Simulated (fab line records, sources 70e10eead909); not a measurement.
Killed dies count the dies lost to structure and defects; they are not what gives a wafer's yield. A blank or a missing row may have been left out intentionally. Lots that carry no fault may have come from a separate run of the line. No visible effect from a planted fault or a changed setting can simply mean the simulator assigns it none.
A struck lot beside a sound one    flow nand_harc    15 out of 1302 route steps
Sound: these wafers, L168.2, L168.3, L168.5. Struck: wafers L175.1, L175.2, L175.3. At the end, the cause is stated.
For every step that has rows: the tool of each side, followed by ch and its chambers, followed by its first start. Under that, the readings that differ: sound wafers    struck wafers    difference of the means    sigmas: that difference in standard deviations of wafers without a fault.
alike: readings with means less than 2 such deviations apart, plus words and numbers identical on both sides. not compared: withheld readings, readings lacking a value on some wafer, bounds such as >300 that could conceal the same value, and numbers that have no deviation in the record and whose values overlap.
The two part at a step that has a row with sigmas, a row that says differs or no value, or rows on one side only. When numbers do not overlap yet have no deviation, they are printed without sigmas and do not part them. A reading that every wafer of one side lacks parts them only if that side has two wafers or more.

first, 3 steps without rows for these wafers: NHARC_A_M1_EXPOSE_06 (exposes mask A M1, target cd 120 nm); NHARC_A_M1_PEB_07 (peb time 65 s); NHARC_A_M1_DEVELOP_08 (develop time 35 s).
NHARC_A_M1_CD_MEAS_09: the cd target is 120 nm.
  sound on cd_sem-03 ch 0, day 25 16:39; struck on cd_sem-03 ch 0, day 29 13:28
  alike: cd_nm
NHARC_A_M1_OVL_MEAS_10: pitch 240 nm.
  sound: overlay-01 at day 25 16:44; struck: overlay-02 at day 29 13:33
  alike: overlay_x_nm, overlay_y_nm
NHARC_A_M1_INSPECT_11:
  sound: defect_inspect-01 at day 25 16:46; struck: defect_inspect-01 at day 29 13:35
  alike: raw_defect_count
then, 1 step without rows for these wafers: NHARC_A_M1_DESCUM_14 (chemistry O2, time 3 s).
NHARC_A_M1_ETCH_35: etches the open film in N2/H2, target depth 40 nm, overetch 12 nm, time 43.94 s.
  sound on rie_diel-12 ch 1,2, day 25 16:55; struck on rie_diel-10 ch 0,2,3, day 29 13:44
  alike: drypump_motor_current_A, oes_product_au, rf_fwd_power_W, rf_vpp_V, showerhead_plenum_p_Torr, throttle_valve_pct
  not compared: rf_hours_counter_h
NHARC_A_M1_ETCH_15: etches the open film in C4F8/Ar, target depth 182.5 nm, time 91.2 s.
  sound: rie_diel-12 ch 0,1; struck: rie_diel-10 ch 0,1,2
  alike: oes_product_au, rf_fwd_power_W, rf_vpp_V
  not compared: rf_hours_counter_h
NHARC_A_M1_CD_MEAS_16:
  sound: cd_sem-02 at day 25 17:08; struck: cd_sem-03 at day 29 13:58
  alike: cd_nm
NHARC_A_M1_STRIP_18: strips in N2/H2.
  sound on rie_diel-10 ch 0,1,3, day 25 17:13; struck on rie_diel-12 ch 0,1,2, day 29 14:02
  alike: chamber_pressure_mTorr, drypump_motor_current_A, oes_product_au, power_w, rf_fwd_power_W, rf_vpp_V, showerhead_plenum_p_Torr, throttle_valve_pct
  not compared: rf_hours_counter_h
NHARC_A_M1_ETCH_28: etches the open film in CF4/N2, target depth 30 nm, time 72.99 s.
  sound: rie_diel-10 ch 0,1,2; struck: rie_diel-12 ch 0,2,3
  alike: drypump_motor_current_A, oes_product_au, rf_fwd_power_W, rf_vpp_V, showerhead_plenum_p_Torr, throttle_valve_pct
  not compared: rf_hours_counter_h
NHARC_A_M1_STRIP_19: strips in post etch residue remover, time 600 s.
  sound on wet_bench-10 ch 0,1,2, day 25 17:37; struck on wet_bench-08 ch 2,4,6, day 29 14:25
  no value came back on the struck wafers for bath_heat_duty_pct (%), run_length_s (s); on the sound wafers bath_heat_duty_pct (%) reads 11.9 13.2 11.8
NHARC_A_M1_DEGAS_29: time 60 s.
  sound: pvd_sputter-03 at day 25 17:52; struck: pvd_sputter-03 at day 29 14:40
  alike: heater_power_w
NHARC_END_SORT_01:
  sound on prober-01 ch 0, day 27 06:43; struck on prober-02 ch 0, day 30 23:43
  alike: defect_limited_yield, killed_at_array, killed_at_other, killed_at_periphery, killed_dies, killed_open, killed_short, sort_bin_2_pct, sort_bin_3_pct, sort_bin_4_pct, sort_n_pass, sort_rim_yield_pct, sort_yield_pct

WHERE THEY PART
Only at NHARC_A_M1_STRIP_19, as far as this record shows. Later steps at which nothing parts them and some readings are alike: NHARC_A_M1_DEGAS_29, NHARC_END_SORT_01.

WHY: what the simulator had put in
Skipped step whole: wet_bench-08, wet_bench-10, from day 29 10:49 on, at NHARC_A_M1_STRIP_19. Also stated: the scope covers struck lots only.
